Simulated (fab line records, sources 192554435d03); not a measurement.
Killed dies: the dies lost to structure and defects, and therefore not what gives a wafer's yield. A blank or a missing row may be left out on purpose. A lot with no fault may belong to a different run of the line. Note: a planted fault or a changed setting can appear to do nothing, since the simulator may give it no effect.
A lot that was struck, set against a sound lot + flow n5 finfet + 37 out of 1938 route steps
Sound: these wafers, L427.2, L427.5, L427.6. Wafers L432.3, L432.4, L432.6 were the ones struck. The cause comes at the end.
At each step with rows: each side's tool, then ch and its chambers, then its first start. Under that, the readings that differ: sound wafers + struck wafers + difference of the means + sigmas: that difference in standard deviations of wafers without a fault.
alike: readings with means less than 2 such deviations apart, plus words and numbers identical on both sides. not compared: withheld readings, readings lacking a value on some wafer, bounds such as >300 that could conceal the same value, and numbers that have no deviation in the record and whose values overlap.
A row with sigmas, a row that says differs or no value, or rows on one side alone: a step with any of these is where the two part. When numbers do not overlap yet have no deviation, they are printed without sigmas and do not part them. A reading that every wafer of one side lacks parts them only if that side has two wafers or more.

first, 9 steps without rows for these wafers: N5_BEOL_M4_ANNEAL_95 (time 240 s); N5_BEOL_M4_SPUTTER_96 (material Cu, target thk 4.5 nm, time 8.29 s); N5_BEOL_M4_ECD_50 (material Cu, target thk 300 nm); N5_BEOL_M4_ANNEAL_51 (time 90 s); N5_BEOL_M4_CMP_52 (polishes, stops on SiOC, t overpolish 6.8 s, target thk 40 nm); N5_BEOL_M4_PRE_CLEAN_60 (time 15 s); N5_BEOL_M4_CO_CAP_55 (material Co, precursor CCTBA/H2, target thk 2 nm, time 102.1 s); N5_BEOL_M4_PRE_CLEAN_56 (time 15 s); N5_BEOL_M4_DEP_57 (deposits SiCN from 3MS/NH3, target thk 8 nm, time 14 s).
N5_BEOL_M4_RC_MEAS_101:
  sound on prober-01 ch 0, day 12 12:28; struck on prober-02 ch 0, day 13 09:02
  alike: DIBL_N, DIBL_P, IOFF_N, IOFF_P, ION_N, ION_P, SS_N, SS_P, VT_N, VT_P
then, 24 steps without rows for these wafers: N5_BEOL_M5_ILD_DEP_00 (deposits SiCOH lowk from DEMS/porogen, target thk 140.64 nm, time 25.9 s); N5_BEOL_M5_CURE_79 (cures SiCOH lowk, time 240 s); N5_BEOL_M5_PECVD_70 (deposits SiO2 from TEOS/O2, target thk 16 nm, time 18 s); N5_BEOL_M5_HM_DEP_02 (deposits TiN, target thk 20 nm); N5_BEOL_M5_COAT_59 (time 60 s, resist thk 60 nm); N5_BEOL_M5_COAT_60 (time 60 s, resist thk 12 nm); N5_BEOL_M5_COAT_71 (time 60 s, resist thk 5 nm); N5_BEOL_M5_COAT_05 (resist thk 30 nm); N5_BEOL_M5_EBR_07; N5_BEOL_M5_SOFTBAKE_06 (time 60 s); N5_BEOL_M5_EXPOSE_08 (exposes mask M5, target cd 28 nm); N5_BEOL_M5_PEB_09 (peb time 60 s); N5_BEOL_M5_DEVELOP_10 (develop time 30 s); N5_BEOL_M5_DESCUM_16 (chemistry O2, time 7 s); N5_BEOL_M5_ETCH_72 (etches underlayer in N2/H2, target depth 6.5 nm, time 5.2 s); N5_BEOL_M5_ETCH_61 (etches SiARC in CF4, target depth 15.6 nm, time 26 s); N5_BEOL_M5_ETCH_62 (etches SOC in N2/H2, target depth 75 nm, overetch 15 nm, time 112.5 s); N5_BEOL_M5_STRIP_63 (strips in N2/H2); N5_BEOL_M5_STRIP_73 (strips in N2/H2); N5_BEOL_M5_STRIP_64 (strips in CF4); N5_BEOL_M5_HM_OPEN_17 (chemistry Cl2/BCl3, target TiN, target depth 20 nm, overetch 6 nm); N5_BEOL_M5_STRIP_19 (strips in O2); N5_BEOL_M5_COAT_65 (time 60 s, resist thk 60 nm); N5_BEOL_M5_COAT_66 (time 60 s, resist thk 12 nm).
N5_BEOL_M6_SPUTTER_48: material Cu, target thk 10 nm, time 1.667 s.
  sound: pvd sputter-01 at day 13 08:41; struck: pvd sputter-01 at day 14 09:23
  no value came back on the struck wafers for any of 5 readings (bias v (V), cathode dc power W (W) and others); on the sound wafers bias v (V) reads 60.1 60.3 59.3
N5_BEOL_M6_CMP_52: polishes, stops on SiCOH lowk, t overpolish 6.9 s, target thk 80 nm.
  sound on cmp-01 ch 0,1, day 13 09:14; struck on cmp-01 ch 0,2,3, day 14 09:53
| reading                | sound    | struck | difference | sigmas |
|------------------------|----------|--------|------------|--------|
| time to endpoint s (s) | 62 61 62 | 0 0 4  | -60        | -17    |
  alike: motor current A
-- a jump in the record: the struck wafers' starts before and after are 4 days apart (it breaks off in module BEOL_M6 and resumes in module PASSIVATION, where the first step shown is number 1936 of the route) --
N5_PASSIVATION_PROBE_49:
  sound: prober-01 at day 17 11:19; struck: prober-02 at day 18 06:44
| reading                  | sound | struck         | difference | sigmas      |
|--------------------------|-------|----------------|------------|-------------|
| defect limited yield (%) | 91.2  | 0 0 0          | -91        | -65         |
| killed_at_M4_up          | 14    | 1094 1090 1077 | +1073      | +99 or more |
| killed dies              | 104   | 1180 1180 1180 | +1076      | +67         |
| killed on rim            | 13    | 152 152 152    | +139       | +39         |
| sort_bin_5_function (%)  | 5.0   | 96.2 96.0 96.6 | +91.3      | +97         |
| sort n pass              | 1076  | 0 0 0          | -1076      | -67         |
| sort yield pct (%)       | 91.2  | 0 0 0          | -91        | -65         |
  alike: killed_at_M0_to_M3, killed at contacts, killed at front end, killed at other, killed open, killed short, sort_bin_6_memory

## WHERE THEY PART
First at N5_BEOL_M6_SPUTTER_48; last, within this record, at N5_PASSIVATION_PROBE_49.

WHY: the cause the simulator had injected
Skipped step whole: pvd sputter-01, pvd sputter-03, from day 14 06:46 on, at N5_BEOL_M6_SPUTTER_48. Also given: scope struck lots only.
